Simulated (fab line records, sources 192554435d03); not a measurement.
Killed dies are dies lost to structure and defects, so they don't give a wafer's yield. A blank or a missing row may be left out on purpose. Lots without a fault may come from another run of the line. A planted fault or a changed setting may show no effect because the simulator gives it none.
Which tool did it? | flow n5_finfet | 9 lots, 27 wafers sampled, at 4 steps of a route of 1938

WHAT THE GAUGES READ, wafer by wafer
N5_BEOL_M4_RC_MEAS_101. Usual: CJ_N 4.33, standard deviation 0.09; DIBL_N 35.8 mV/V, standard deviation 1.5; DIBL_P 35.8 mV/V, standard deviation 1.7; IOFF_N 0.151 nA/um, standard deviation 0.022; IOFF_N_85C 3.0 nA/um, standard deviation 0.35; IOFF_N_LIN 0.071 nA/um, standard deviation 0.0083; IOFF_P 0.204 nA/um, standard deviation 0.027; ION_N 673 uA/um, standard deviation 8.6; ION_P 462 uA/um, standard deviation 5.4; SS_N 71.4 mV/dec, standard deviation 0.54; SS_P 73.3 mV/dec, standard deviation 0.56; VT_N 250.5 mV, standard deviation 2.6; VT_P -251 mV, standard deviation 3.1.
lot  | measured     | on        | CJ_N           | DIBL_N (mV/V)  | DIBL_P (mV/V)  | IOFF_N (nA/um)    | IOFF_N_85C (nA/um) | IOFF_N_LIN (nA/um) | IOFF_P (nA/um)    | ION_N (uA/um) | ION_P (uA/um) | SS_N (mV/dec)   | SS_P (mV/dec)  | VT_N (mV)         | VT_P (mV)      | flag
L541 | day 8 06:47  | prober-01 | 4.42 4.43 4.42 | 38.2 35.8 35.6 | 37.5 35.9 35.2 | 0.189 0.159 0.153 | 3.6 3.1 3.0        | 0.085 0.075 0.073  | 0.202 0.170 0.171 | 675 684 670   | 452 457 454   | 71.7 71.4 71.3  | 74.4 73.3 73.4 | 250.0 247.6 249.0 | -250 -254 -253 |
L542 | day 9 03:01  | prober-01 | 4.37 4.33 4.25 | 36.7 38.6 35.3 | 36.4 38.9 34.2 | 0.153 0.196 0.126 | 3.1 3.7 2.6        | 0.072 0.090 0.061  | 0.202 0.240 0.182 | 689 686 673   | 467 472 462   | 71.5 71.4 70.3  | 73.5 74.0 72.3 | 251.2 245.2 252.9 | -252 -247 -250 |
L545 | day 9 09:43  | prober-01 | 4.30 4.34 4.20 | 35.7 37.4 36.9 | 35.7 38.1 38.1 | 0.134 0.174 0.166 | 2.7 3.4 3.2        | 0.066 0.081 0.079  | 0.195 0.230 0.226 | 666 678 674   | 460 464 465   | 70.8 72.0 71.2  | 73.8 73.9 73.9 | 251.8 247.8 247.5 | -251 -248 -248 |
L551 | day 10 19:15 | prober-02 | 4.28 4.85 4.22 | 35.9 49.9 36.2 | 33.8 35.0 34.2 | 0.138 1.632 0.145 | 2.7 21.6 2.9       | 0.068 0.114 0.070  | 0.196 0.215 0.202 | 679 706 678   | 468 471 464   | 70.7 92.9 70.6  | 73.1 72.9 73.4 | 251.4 244.6 247.7 | -251 -247 -249 | OFF
L552 | day 11 01:07 | prober-02 | 4.97 5.02 4.46 | 62.8 49.5 35.2 | 37.6 35.6 35.7 | 6.366 1.853 0.128 | 68.7 24.4 2.6      | 0.152 0.101 0.062  | 0.189 0.160 0.156 | 701 694 653   | 456 459 455   | 121.8 98.1 70.8 | 73.7 73.6 73.2 | 245.3 250.2 255.9 | -254 -256 -258 | OFF
L553 | day 11 13:58 | prober-01 | 4.35 4.44 4.36 | 37.6 38.2 38.0 | 36.1 36.5 36.5 | 0.164 0.172 0.171 | 3.2 3.3 3.3        | 0.077 0.077 0.079  | 0.219 0.221 0.224 | 681 681 679   | 467 459 469   | 72.0 71.8 72.0  | 74.4 73.3 74.4 | 250.7 251.0 251.4 | -251 -250 -250 |
L557 | day 12 04:54 | prober-02 | 4.38 4.46 4.39 | 35.3 35.0 35.6 | 35.3 34.6 35.6 | 0.163 0.152 0.161 | 3.1 3.0 3.1        | 0.077 0.072 0.074  | 0.191 0.175 0.190 | 676 676 665   | 464 460 454   | 70.1 71.7 72.0  | 73.3 72.3 72.9 | 248.6 249.7 249.3 | -249 -254 -252 |
L559 | day 13 06:08 | prober-02 | 4.24 4.16 4.22 | 34.0 33.1 32.6 | 35.5 34.0 32.9 | 0.165 0.133 0.132 | 3.1 2.6 2.6        | 0.075 0.064 0.062  | 0.218 0.186 0.181 | 681 673 668   | 469 463 462   | 71.8 71.9 71.5  | 73.3 73.2 72.8 | 251.1 253.3 251.0 | -248 -255 -252 |
L560 | day 13 05:35 | prober-01 | 4.18 4.32 4.26 | 35.5 34.6 34.8 | 35.9 34.2 34.8 | 0.154 0.140 0.146 | 3.1 2.8 2.9        | 0.074 0.067 0.070  | 0.236 0.209 0.215 | 683 671 678   | 470 460 466   | 71.2 71.5 71.4  | 73.3 73.4 73.5 | 249.0 249.2 249.4 | -248 -248 -249 |

WHICH TOOL RAN EACH LOT (tool, then ch and the chambers of the sampled wafers, then the start)
lot  | N5_SD_EPI_N_SD_RECESS_17        | N5_BEOL_M4_CMP_52             | N5_BEOL_M4_DEP_57
L541 | rie_si-03 ch 0,1,2, day 3 02:07 | cmp-03 ch 0,1, day 8 05:34    | pecvd-01 ch 0,1,2, day 8 06:04
L542 | rie_si-06 ch 0,2,3, day 3 08:08 | cmp-01 ch 0,2,3, day 9 02:25  | pecvd-03 ch 0,1, day 9 02:54
L545 | rie_si-06 ch 1,2,3, day 4 04:30 | cmp-01 ch 0,1,3, day 9 09:04  | pecvd-01 ch 1,2, day 9 09:34
L551 | rie_si-06 ch 0,2, day 5 18:24   | cmp-01 ch 1,3, day 10 18:38   | pecvd-01 ch 0,2, day 10 19:08
L552 | rie_si-06 ch 0,3, day 5 22:06   | cmp-01 ch 2,3, day 11 00:23   | pecvd-01 ch 0,2, day 11 00:50
L553 | rie_si-04 ch 0,1,3, day 6 07:09 | cmp-03 ch 0,1,2, day 11 12:52 | pecvd-04 ch 0,1,2, day 11 13:41
L557 | rie_si-04 ch 0,2,3, day 7 04:09 | cmp-02 ch 0,2,3, day 12 04:08 | pecvd-04 ch 0,1,2, day 12 04:37
L559 | rie_si-04 ch 0,2,3, day 7 13:11 | cmp-03 ch 0,1,3, day 13 05:18 | pecvd-03 ch 0,2, day 13 05:43
L560 | rie_si-04 ch 0,2,3, day 7 20:10 | cmp-02 ch 1,2,3, day 13 04:58 | pecvd-04 ch 0,1,2, day 13 05:28
- N5_SD_EPI_N_SD_RECESS_17: chemistry HBr/Cl2/O2, target depth 41 nm, time 23.7 s, bt time 3 s.
- N5_BEOL_M4_CMP_52: polishes, stops on SiOC, t overpolish 6.8 s, target thk 40 nm.
- N5_BEOL_M4_DEP_57: deposits SiCN from 3MS/NH3, target thk 8 nm, time 14 s.

WHAT THE TOOLS THEMSELVES READ (means of the sampled wafers that have a number; where no wafer has one, the mark that the record gives instead)
N5_SD_EPI_N_SD_RECESS_17. Usual: HBr_flow_sccm 150.0 sccm, standard deviation 0.44; drypump_motor_current_A 5.8 A, standard deviation 0.32; oes_product_au 1.006 a.u., standard deviation 0.018; rf_fwd_power_W 795.5 W, standard deviation 2.7; throttle_valve_pct 37.02 %, standard deviation 0.28.
lot  | tool      | HBr_flow_sccm (sccm) | drypump_motor_current_A (A) | oes_product_au (a.u.) | rf_fwd_power_W (W) | throttle_valve_pct (%) | flag
L541 | rie_si-03 | 150.0                | 5.7                         | 1.015                 | 793.2              | 37.01                  |
L542 | rie_si-06 | 150.1                | 5.9                         | 1.006                 | 799.3              | 37.04                  |
L545 | rie_si-06 | 149.9                | 6.0                         | 0.993                 | 797.0              | 37.00                  |
L551 | rie_si-06 | 149.9                | 5.8                         | 1.007                 | 799.3              | 37.06                  |
L552 | rie_si-06 | 150.2                | 5.9                         | 1.015                 | 796.3              | 36.87                  |
L553 | rie_si-04 | 149.6                | 5.8                         | 1.005                 | 791.6              | 37.08                  |
L557 | rie_si-04 | 150.0                | 5.8                         | 1.029                 | 796.5              | 36.89                  |
L559 | rie_si-04 | 149.8                | 5.8                         | 1.021                 | 796.3              | 36.89                  |
L560 | rie_si-04 | 149.8                | 5.8                         | 1.013                 | 793.8              | 36.90                  |

N5_BEOL_M4_CMP_52. Usual: barrier_field_endpoint_s 24.8 s, standard deviation 0.61; motor_current_A 6.1 A, standard deviation 0.51; overpolish_run_s 6.799 s, standard deviation 0.0095; retaining_ring_pressure_frac 1.000, standard deviation 0.0048; time_to_endpoint_s 62.5 s, standard deviation 2.8.
lot  | tool   | barrier_field_endpoint_s (s) | motor_current_A (A) | overpolish_run_s (s) | retaining_ring_pressure_frac | time_to_endpoint_s (s) | flag
L541 | cmp-03 | 24.9                         | 6.6                 | 6.801                | 1.001                        | 66.0                   |
L542 | cmp-01 | 24.5                         | 6.2                 | 6.796                | 1.003                        | 60.8                   |
L545 | cmp-01 | 24.7                         | 6.1                 | 6.799                | 0.995                        | 63.0                   |
L551 | cmp-01 | 24.6                         | 5.7                 | 6.802                | 0.996                        | 61.2                   |
L552 | cmp-01 | 25.1                         | 5.9                 | 6.798                | 1.002                        | 63.5                   |
L553 | cmp-03 | 25.6                         | 6.3                 | 6.800                | 1.001                        | 64.8                   |
L557 | cmp-02 | 24.8                         | 6.3                 | 6.798                | 0.998                        | 60.4                   |
L559 | cmp-03 | 24.8                         | 6.6                 | 6.798                | 0.998                        | 62.3                   |
L560 | cmp-02 | 25.4                         | 6.4                 | 6.800                | 1.002                        | 63.4                   |

N5_BEOL_M4_DEP_57. Usual: rf_fwd_power_W 199.9 W, standard deviation 0.91; showerhead_plenum_p_Torr 3.667 Torr, standard deviation 0.012; throttle_valve_pct 9.0 %, standard deviation 0.64.
lot  | tool     | rf_fwd_power_W (W) | showerhead_plenum_p_Torr (Torr) | throttle_valve_pct (%) | flag
L541 | pecvd-01 | 200.5              | 3.668                           | 8.7                    |
L542 | pecvd-03 | 199.9              | 3.657                           | 9.6                    |
L545 | pecvd-01 | 200.1              | 3.674                           | 8.5                    |
L551 | pecvd-01 | 199.9              | 3.660                           | 8.5                    |
L552 | pecvd-01 | 201.0              | 3.662                           | 8.5                    |
L553 | pecvd-04 | 199.9              | 3.663                           | 9.3                    |
L557 | pecvd-04 | 200.2              | 3.675                           | 9.4                    |
L559 | pecvd-03 | 200.0              | 3.659                           | 8.5                    |
L560 | pecvd-04 | 199.7              | 3.676                           | 9.4                    |

THE ANSWER, worked out from the rows above alone
Rule: a lot is off if the mean of its wafers that have a number lies more than 3 standard deviations from the usual mean. A lot without any number at a reading at which 4 lots or more have one is off too. The other lots that the step has rows for count as sound. The gauges are gone through in route order, then the tools' own readings, and for those a lot's mean is taken as printed above. The first step at which some lot is off is used, and at that step the reading that is off furthest; a lot without a number counts as furthest.
Off: L551, L552, at N5_BEOL_M4_RC_MEAS_101 (IOFF_N).
A tool fits if, at a process step before that reading, it ran every lot that is off, and no sound lot after the first of them. The gauges at N5_BEOL_M4_RC_MEAS_101 are tried like those tools. Can't be told from this: 3 tools fit, rie_si-06 at N5_SD_EPI_N_SD_RECESS_17, cmp-01 at N5_BEOL_M4_CMP_52, pecvd-01 at N5_BEOL_M4_DEP_57.

WHAT THE SIMULATOR HAD PUT IN
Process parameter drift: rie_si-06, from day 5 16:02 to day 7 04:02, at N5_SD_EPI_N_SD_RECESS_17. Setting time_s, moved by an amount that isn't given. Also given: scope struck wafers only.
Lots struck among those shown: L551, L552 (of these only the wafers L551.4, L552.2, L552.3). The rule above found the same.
